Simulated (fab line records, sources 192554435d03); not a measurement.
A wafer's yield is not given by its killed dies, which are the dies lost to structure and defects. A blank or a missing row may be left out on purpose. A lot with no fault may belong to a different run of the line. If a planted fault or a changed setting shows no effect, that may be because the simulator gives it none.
fab line records | flow n5Finfet
record: lots: 4 | wafers: 12 | lastDay: 16
route steps=1938 shown BEOL_M4@1105 BEOL_M5@1112 PASSIVATION@1936
lots that met no fault: from a run of the same line without faults
startH: the number of hours between the record's first day and the start of the first shown wafer of the lot | waitH: hours since the lot's step before | " same as the row above | L1.1+2: a row that stands for several wafers | - value missing, or start not given | * or withheld: withheld | < > ~ a bound
route shown NAME@n: NAME is a module with steps in the file, n the number in the route of the first one | usual: average and standard deviation across the fault-free wafers | same: alike in all rows | chamber/n: place in a boat | sites: the reading at each site | _std_site: the values' standard deviation | _edge_site: the outer-site mean with the inner-site mean subtracted | radiusMm: for every site, how far away it sits from the centre of the wafer | mask NAME#n: copy n | behind: tool/chamber where the wafer was last shaped | hold: the reason the lot was held/the length of the hold in hours/how it ended | device: the transistor (n, p or np) that didn't switch | end of line: at the end of the route, the tests of the same wafers | step lacking rows: just its recipe | killed: dies lost to structure and defects at the first sort, not the wafer's yield | map: shows each die of a wafer: x if killed, . if not, _ if none is there
set.NAME: setting as actually run; set.NAME@STEP: the setting as run at that earlier step | model.NAME: the simulator's own value behind a step, which no gauge read
a table for each step, a row for each wafer; lots at some steps of the route
services: a tool's chamber out of use, with start hour (startH, from the record's first day; less than 0 if before it), hours out, and reason
== steps ==
step: N5_BEOL_M4_PRE_CLEAN_60
recipe: gas: NH3/H2 | timeS: 15 | tempC: * | rfPowerW: 300
step: N5_BEOL_M4_CO_CAP_55
recipe: material: Co | targetThkA: 20 | tempC: 200 | precursor: CCTBA/H2 | pressureTorr: 30 | timeS: 102.1
step: N5_BEOL_M4_PRE_CLEAN_56
recipe: gas: NH3 | timeS: 15 | tempC: withheld | rfPowerW: 300
step: N5_BEOL_M4_DEP_57
recipe: material: SiCN | targetThkA: 80 | tempC: withheld | precursor: 3MS/NH3 | pressureTorr: 3 | rfW: 202 | timeS: 14
step: N5_BEOL_M5_ILD_DEP_00
recipe: material: SiCOH_lowk | targetThkA: 1406.4 | tempC: 300 | precursor: DEMS/porogen | pressureTorr: 5 | rfW: 500 | timeS: 25.9
step: N5_BEOL_M5_CURE_79
recipe: tempC: 385 | timeS: 240 | ambient: He/Ar | material: SiCOH_lowk
step: N5_BEOL_M5_PECVD_70
recipe: material: SiO2 | targetThkA: 160 | tempC: 400 | precursor: TEOS/O2 | pressureTorr: 5.5 | rfW: 450 | teosFlowSccm: 53.8 | gas: O2 | flowSccm: 3000 | timeS: 18
step: N5_BEOL_M5_HM_DEP_02
recipe: material: TiN | targetThkA: 200 | tempC: 25 | chamberPressurePa: 0.49996
usual: throttleValvePct: 29.7/0.97
lot.wafer | tool          | chamber | startH | waitH | throttleValvePct | model.TiN_of_BEOL_M5_HM_DEP_02.thkNm
L886.1    | pvdSputter-02 | -       | 179.75 | 0.7   | 29.1             | 19.8
L886.2    | "             | -       | "      | "     | 29.9             | 19.8
L886.4    | "             | -       | "      | "     | 29.3             | 20
L893.2    | pvdSputter-02 | -       | 239.33 | 0.2   | 30.5             | 19.4
L893.5    | "             | -       | "      | "     | 29.0             | 12.2
L893.6    | "             | -       | "      | "     | 30.5             | 19.6
L895.3    | pvdSputter-02 | -       | 240.03 | 0.5   | 30.3             | 13
L895.5    | "             | -       | "      | "     | 30.6             | 12.8
L895.6    | "             | -       | "      | "     | 29.2             | 20.2
L900.1    | pvdSputter-01 | -       | 283.78 | 0.2   | 30.5             | 19.8
L900.4    | "             | -       | "      | "     | 28.8             | 20
L900.6    | "             | -       | "      | "     | 29.3             | 19.8
step: N5_BEOL_M5_COAT_59
recipe: resist: SOC | tempC: 250 | timeS: 60 | spinRpm: 1500 | resistThkNm: 60
step: N5_BEOL_M5_COAT_60
recipe: resist: SiARC | tempC: 220 | timeS: 60 | spinRpm: 1500 | resistThkNm: 12
step: N5_BEOL_M5_COAT_71
recipe: resist: underlayer | tempC: 205 | timeS: 60 | spinRpm: 1500 | resistThkNm: 5
step: N5_BEOL_M5_COAT_05
recipe: resist: CAR-EUV | spinRpm: 1500 | resistThkNm: 30
step: N5_BEOL_M5_EBR_07
recipe: solvent: PGMEA | ebrWidthMm: 1.5
step: N5_BEOL_M5_SOFTBAKE_06
recipe: tempC: 110 | timeS: 60 | resist: CAR-EUV
step: N5_BEOL_M5_EXPOSE_08
recipe: maskId: M5 | na: 0.33 | sourceShape: annular | sigmaInner: 0.4 | sigmaOuter: 0.8 | polarization: unpolarized | targetCdNm: 28 | doseMj: 35.75
step: N5_BEOL_M5_PEB_09
recipe: pebTempC: 100 | pebTimeS: 60 | resist: CAR-EUV
step: N5_BEOL_M5_DEVELOP_10
recipe: developTimeS: 30 | developer: TMAH | resist: CAR-EUV | rinseLiquid: surfactantRinse | dry: airSpin | devTempC: 23
step: N5_BEOL_M5_DESCUM_16
recipe: chemistry: O2 | timeS: 7 | sourcePowerW: 50 | biasPowerW: 20 | pressureMtorr: 20 | rfFrequencyHz: 2.712e+07 | tempC: 40 | resist: CAR-EUV | o2FlowSccm: 225
step: N5_BEOL_M5_ETCH_72
recipe: chemistry: N2/H2 | target: underlayer | targetDepthA: 65 | maskMaterial: CAR-EUV | timeS: 5.2 | ionEnergyEv: 200 | pressureMtorr: 30 | sourceW: 840 | biasW: 150 | n2FlowSccm: 200 | h2FlowSccm: 200 | ends: cleared
step: N5_BEOL_M5_ETCH_61
recipe: chemistry: CF4 | target: SiARC | targetDepthA: 156 | maskMaterial: CAR-EUV | timeS: 26 | ionEnergyEv: 80 | pressureMtorr: 40 | sourceW: 545 | biasW: 36 | Ar_flow_sccm: 100 | cf4FlowSccm: 100 | ends: cleared
step: N5_BEOL_M5_ETCH_62
recipe: chemistry: N2/H2 | target: SOC | targetDepthA: 750 | overetchA: 150 | maskMaterial: SiARC | tempC: 40 | timeS: 112.5 | ionEnergyEv: 200 | pressureMtorr: 30 | sourceW: 840 | biasW: 150 | n2FlowSccm: 200 | h2FlowSccm: 200
step: N5_BEOL_M5_STRIP_63
recipe: chemistry: N2/H2 | tempC: 40 | n2FlowSccm: 200 | h2FlowSccm: 200 | rfFrequencyHz: 6e+07
step: N5_BEOL_M5_STRIP_73
recipe: chemistry: N2/H2 | tempC: 40 | n2FlowSccm: 200 | h2FlowSccm: 200 | rfFrequencyHz: 6e+07
step: N5_BEOL_M5_STRIP_64
recipe: chemistry: CF4 | resist: SiARC | powerW: 300 | biasPowerW: 75 | pressureMtorr: 50 | cf4FlowSccm: 150 | rfFrequencyHz: 6e+07
step: N5_BEOL_M5_HM_OPEN_17
recipe: chemistry: Cl2/BCl3 | targetDepthA: 200 | overetchA: 60 | target: TiN | maskMaterial: SOC | ionEnergyEv: 150 | pressureMtorr: 10 | icpW: 1000 | biasW: 126 | Cl2_flow_sccm: 53.25 | bcl3FlowSccm: 21.75 | Ar_flow_sccm: 25
usual: drypumpMotorCurrentA: 5.8/0.39 | oesProductAu: 0.64/0.044 | throttleValvePct: 22.39/0.094
lot.wafer | tool        | chamber | startH | waitH | drypumpMotorCurrentA | oesProductAu | rfHoursCounterH | throttleValvePct | model.etch.depthNm
L886.1    | rieMetal-01 | 0       | 180.79 | 0.0   | 5.4                  | 0.62         | 54              | 22.45            | 19.75
L886.2    | "           | 1       | "      | "     | 6.2                  | 0.67         | 33              | 22.42            | 19.88
L886.4    | "           | 1       | "      | "     | 6.2                  | 0.68         | -               | 22.45            | 20
L893.2    | rieMetal-02 | 1       | 240.22 | 0.0   | 5.8                  | 0.74         | 11              | 22.25            | 19.46
L893.5    | "           | 0       | "      | "     | 5.2                  | 0.50         | -               | 22.38            | 12.22
L893.6    | "           | 1       | "      | "     | 5.8                  | 0.74         | -               | 22.27            | 19.62
L895.3    | rieMetal-01 | 1       | 240.95 | 0.1   | 6.2                  | 0.54         | -               | 22.65            | 12.95
L895.5    | "           | 1       | "      | "     | 6.2                  | 0.54         | -               | 22.67            | 12.82
L895.6    | "           | 0       | "      | "     | 5.4                  | 0.62         | -               | 22.43            | 20.13
L900.1    | rieMetal-02 | 0       | 284.70 | 0.1   | 5.2                  | 0.64         | 46              | 22.15            | 19.89
L900.4    | "           | 0       | "      | "     | 5.2                  | 0.63         | -               | 22.13            | 19.93
L900.6    | "           | 0       | "      | "     | 5.2                  | 0.63         | -               | 22.15            | 19.82
step: N5_BEOL_M5_STRIP_19
recipe: chemistry: O2 | powerW: 400 | tempC: 40 | pressureMtorr: 30 | rfFrequencyHz: 6e+07 | biasPowerW: 0 | overashFraction: 0.2 | o2FlowSccm: 225
step: N5_BEOL_M5_COAT_65
recipe: resist: SOC | tempC: 250 | timeS: 60 | spinRpm: 1500 | resistThkNm: 60
step: N5_BEOL_M5_COAT_66
recipe: resist: SiARC | tempC: 220 | timeS: 60 | spinRpm: 1500 | resistThkNm: 12
step: N5_BEOL_M5_COAT_74
recipe: resist: underlayer | tempC: 205 | timeS: 60 | spinRpm: 1500 | resistThkNm: 5
step: N5_BEOL_M5_COAT_22
recipe: resist: CAR-EUV | spinRpm: 1500 | resistThkNm: 30
step: N5_BEOL_M5_EBR_24
recipe: solvent: PGMEA | ebrWidthMm: 1.5
step: N5_BEOL_M5_SOFTBAKE_23
recipe: tempC: 110 | timeS: 60 | resist: CAR-EUV
step: N5_BEOL_M5_EXPOSE_25
recipe: maskId: V4 | na: 0.33 | sourceShape: quasar | sigmaInner: 0.2 | sigmaOuter: 0.6 | polarization: unpolarized | defocusNm: 10 | doseMj: 52.75
step: N5_BEOL_M5_TRENCH_ETCH_37
recipe: chemistry: C4F6/O2 | targetDepthA: 716.52 | target: SiCOH_lowk | timeS: 24.7 | ionEnergyEv: 250 | pressureMtorr: 30 | sourceW: 345 | biasW: 185 | Ar_flow_sccm: 300 | C4F6_flow_sccm: 10 | O2_flow_sccm: 10
usual: drypumpMotorCurrentA: 5.9/0.4 | oesProductAu: 0.76/0.093 | rfVppV: 664/11 | showerheadPlenumPTorr: 2.84/0.11 | throttleValvePct: 20.97/0.29
lot.wafer | tool       | chamber | startH | waitH | drypumpMotorCurrentA | oesProductAu | rfHoursCounterH | rfVppV | showerheadPlenumPTorr | throttleValvePct | model.TiN_of_BEOL_M5_HM_DEP_02.thkNm | model.BEOL_M5.cdNm
L886.1    | rieDiel-06 | 2       | -      | -     | 5.7                  | 0.79         | 142             | 654    | 2.63                  | 21.04            | 17.6                                 | 28.2
L886.2    | "          | 1       | "      | "     | 5.2                  | 0.70         | 226             | 658    | 2.79                  | 20.60            | 17.8                                 | 28
L886.4    | "          | 3       | "      | "     | 6.2                  | 0.74         | 159             | 665    | 2.84                  | 21.34            | 18                                   | 28
L893.2    | rieDiel-01 | 2       | -      | -     | 5.2                  | 0.88         | 29              | 672    | 2.78                  | 20.79            | 17.4                                 | 28
L893.5    | "          | 0       | "      | "     | 6.2                  | 0.70         | -               | 665    | 2.71                  | 21.10            | 10.2                                 | 28.2
L893.6    | "          | 1       | "      | "     | 6.1                  | 0.69         | -               | 664    | 2.81                  | 21.15            | 17.6                                 | 28.2
L895.3    | rieDiel-06 | 1       | -      | -     | 5.2                  | 0.69         | 244             | 658    | 2.78                  | 20.67            | 10.8                                 | 28.2
L895.5    | "          | 1       | "      | "     | 5.2                  | 0.69         | -               | 657    | 2.78                  | 20.64            | 10.8                                 | 28.6
L895.6    | "          | 2       | "      | "     | 5.6                  | 0.79         | -               | 655    | 2.63                  | 21.06            | 18                                   | 28.2
L900.1    | rieDiel-06 | 3       | -      | -     | 6.2                  | 0.70         | 195             | 665    | 2.82                  | 21.37            | 17.8                                 | 28.2
L900.4    | "          | 1       | "      | "     | 5.2                  | 0.94         | 3               | 657    | 2.78                  | 20.30            | 17.8                                 | 28
L900.6    | "          | 1       | "      | "     | 5.2                  | 0.95         | -               | 658    | 2.78                  | 20.29            | 17.6                                 | 28
step: N5_BEOL_M5_ETCH_41
recipe: chemistry: CH3F/O2 | target: SiCN | targetDepthA: 315 | taperDeg: 2 | timeS: 56.7 | ionEnergyEv: 120 | maskMaterial: TiN | pressureMtorr: 30 | sourceW: 395 | biasW: 75 | Ar_flow_sccm: 150 | CH3F_flow_sccm: 30 | O2_flow_sccm: 20
usual: drypumpMotorCurrentA: 5.9/0.4 | oesProductAu: 0.76/0.092 | rfVppV: 297.1/1.8 | showerheadPlenumPTorr: 2.00/0.078 | throttleValvePct: 16.39/0.27
lot.wafer | tool       | chamber | startH | waitH | drypumpMotorCurrentA | oesProductAu | rfHoursCounterH | rfVppV | showerheadPlenumPTorr | throttleValvePct | model.BEOL_M5.cdNm
L886.1    | rieDiel-06 | 2       | -      | -     | 5.6                  | 0.79         | 142             | 294.7  | 1.84                  | 16.44            | 28.4
L886.2    | "          | 1       | "      | "     | 5.2                  | 0.70         | 226             | 297.3  | 1.96                  | 16.16            | 28
L886.4    | "          | 3       | "      | "     | 6.2                  | 0.74         | 159             | 296.0  | 1.99                  | 16.71            | 28
L893.2    | rieDiel-01 | 2       | -      | -     | 5.2                  | 0.89         | 29              | 296.5  | 1.95                  | 16.16            | 28
L893.5    | "          | 0       | "      | "     | 6.2                  | 0.70         | -               | 295.0  | 1.90                  | 16.50            | 28
L893.6    | "          | 1       | "      | "     | 6.1                  | 0.69         | -               | 295.6  | 1.97                  | 16.59            | 28.2
L895.3    | rieDiel-06 | 1       | -      | -     | 5.2                  | 0.69         | 244             | 295.5  | 1.96                  | 16.20            | 28.2
L895.5    | "          | 1       | "      | "     | 5.2                  | 0.69         | -               | 296.5  | 1.96                  | 16.20            | 28.6
L895.6    | "          | 2       | "      | "     | 5.7                  | 0.78         | -               | 295.2  | 1.84                  | 16.46            | 28.4
L900.1    | rieDiel-06 | 3       | -      | -     | 6.2                  | 0.71         | 195             | 298.0  | 1.98                  | 16.77            | 28
L900.4    | "          | 1       | "      | "     | 5.2                  | 0.95         | 3               | 296.3  | 1.96                  | 15.73            | 28
L900.6    | "          | 1       | "      | "     | 5.2                  | 0.96         | -               | 297.9  | 1.96                  | 15.74            | 28
step: N5_PASSIVATION_PROBE_49
usual: defectLimitedYield: 91.4/1.5 | killed_at_M0_to_M3: 32/9.8 | killed_at_M4_up: 15/5.6 | killedAtContacts: 12/5.4 | killedAtFrontEnd: 40/13 | killedAtOther: 3.0/2.1 | killedDies: 102/17 | killedOpen: 67/13 | killedShort: 32/7.1 | sort_bin_5_function: 5.1/0.96 | sort_bin_6_memory: 3.2/0.7 | sort_bin_8_speed: 0.0/0.3 | sortNPass: 1078/18 | sortYieldPct: 91.3/1.5
same: grossDies: 1180 | killedAtBackSide: 0 | sort_bin_4_leakage[%]: 0
lot.wafer | tool      | chamber | startH | waitH | defectLimitedYield[%] | killed_at_M0_to_M3 | killed_at_M4_up | killedAtContacts | killedAtFrontEnd | killedAtOther | killedDies | killedOpen | killedShort | sort_bin_5_function[%] | sort_bin_6_memory[%] | sort_bin_8_speed[%] | sortNPass | sortYieldPct[%]
L893.2    | prober-01 | -       | 347.49 | 0.1   | 88.7                  | 35                 | 30              | 22               | 40               | 6             | 133        | 86         | 43          | 6.9                    | 4.2                  | 0                   | 1047      | 88.7
L893.5    | prober-01 | -       | 347.64 | 0.2   | 92.1                  | 43                 | 15              | 14               | 20               | 1             | 93         | 69         | 23          | 4.1                    | 3.6                  | 0                   | 1087      | 92.1
L893.6    | prober-01 | -       | 347.69 | 0.3   | 90.6                  | 48                 | 20              | 7                | 28               | 8             | 111        | 69         | 39          | 6.0                    | 3.1                  | 0                   | 1069      | 90.6
L895.3    | prober-01 | -       | 352.58 | 0.1   | 91.6                  | 38                 | 6               | 9                | 40               | 6             | 99         | 51         | 41          | 4.0                    | 3.9                  | 0                   | 1081      | 91.6
L900.4    | prober-02 | -       | 393.98 | 0.2   | 93.9                  | 22                 | 11              | 9                | 27               | 3             | 72         | 55         | 14          | 4.2                    | 1.6                  | 0                   | 1108      | 93.9
killed by level:class
L893.2 MOL_CONTACT_COAG:geometricParticle:open=17 FIN_SAQP:geometricParticle:short=13 BEOL_M4:geometricParticle:open=10 BEOL_M3:geometricParticle:open=9 BEOL_M0_SAQP:geometricParticle:short=8 BEOL_M1:geometricParticle:open=7 STI_FIN_REVEAL:geometricParticle:open=6 DUMMY_GATE:geometricParticle:open=6
L893.5 BEOL_M3:geometricParticle:open=14 MOL_CONTACT_COAG:geometricParticle:open=13 BEOL_M0_SAQP:geometricParticle:open=7 FIN_SAQP:geometricParticle:short=6 BEOL_M2:geometricParticle:open=5 BEOL_M0_SAQP:geometricParticle:short=4 BEOL_M1:geometricParticle:open=4 BEOL_M4:geometricParticle:open=4
L893.6 BEOL_M0_SAQP:geometricParticle:short=11 BEOL_M0:geometricParticle:open=9 BEOL_M3:geometricParticle:open=8 MOL_CONTACT_COAG:geometricParticle:open=7 STARTING-WAFER:geometricParticle:short=6 FIN_SAQP:geometricParticle:open=5 DUMMY_GATE:geometricParticle:open=5 BEOL_M1:geometricParticle:open=5
L895.3 FIN_SAQP:geometricParticle:short=11 BEOL_M0_SAQP:geometricParticle:short=10 BEOL_M0_SAQP:geometricParticle:open=9 STI_FIN_REVEAL:geometricParticle:open=8 MOL_CONTACT_COAG:geometricParticle:open=6 HKMG_FIN:areaEtch=5 BEOL_M0:geometricParticle:open=4 DUMMY_GATE:geometricParticle:open=3
L900.4 BEOL_M2:geometricParticle:open=11 MOL_CONTACT_COAG:geometricParticle:open=8 DUMMY_GATE:geometricParticle:open=6 BEOL_M5:geometricParticle:open=5 FIN_SAQP:geometricParticle:open=4 BEOL_M0_SAQP:geometricParticle:open=4 STI_FIN_REVEAL:geometricParticle:open=3 FIN_SAQP:geometricParticle:short=2
== services ==
tool          | chamber | startH | hours | kind
rieDiel-06    | 0       | 190.33 | 6.5   | repair
rieDiel-06    | 2       | 195.78 | 28.7  | repair
pvdSputter-02 | -       | 200.34 | 4.0   | repair
rieMetal-02   | -       | 203.10 | 2.8   | pm
rieDiel-01    | 0       | 249.43 | 3.8   | repair
rieDiel-06    | 1       | 259.30 | -     | clean
rieDiel-06    | 1       | 259.30 | -     | consumableReplace:focusRing
rieDiel-06    | 1       | 259.30 | 16.3  | scheduledDown
rieDiel-06    | 1       | 259.30 | 16.3  | ventCycle
rieDiel-01    | 2       | 265.90 | 16.8  | repair
== key ==
firstSign: step: N5_BEOL_M5_HM_OPEN_17 | reading: oesProductAu | direction: down | sigmas: 2.6 | usual: 0.64 | struck: 0.53
effect none on later readings
modelEffect: step: N5_BEOL_M5_HM_DEP_02 | value: TiN_of_BEOL_M5_HM_DEP_02.thkNm | without: 19.87 | struck: 12.67
modelEffect: step: N5_BEOL_M5_HM_OPEN_17 | value: etch.depthNm | without: 19.92 | struck: 12.66
modelEffect: step: N5_BEOL_M5_TRENCH_ETCH_37 | value: TiN_of_BEOL_M5_HM_DEP_02.thkNm | without: 17.87 | struck: 10.6
modelEffect: step: N5_BEOL_M5_ETCH_41 | value: BEOL_M5.cdNm | without: 27.93 | struck: 28.27
metAt N5_BEOL_M5_HM_DEP_02
struckWafers L893.5,L895.3,L895.5
onsetBetween 179.75 239.33
fault: kind: processParameterDrift | tool: pvdSputter-02 | chamber: - | onsetH: 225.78 | steps: N5_BEOL_M5_HM_DEP_02 | channel: targetThkA | offset: * | shape: step | endH: 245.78 | scope: struckWafersOnly | actsIn: * | stated: *
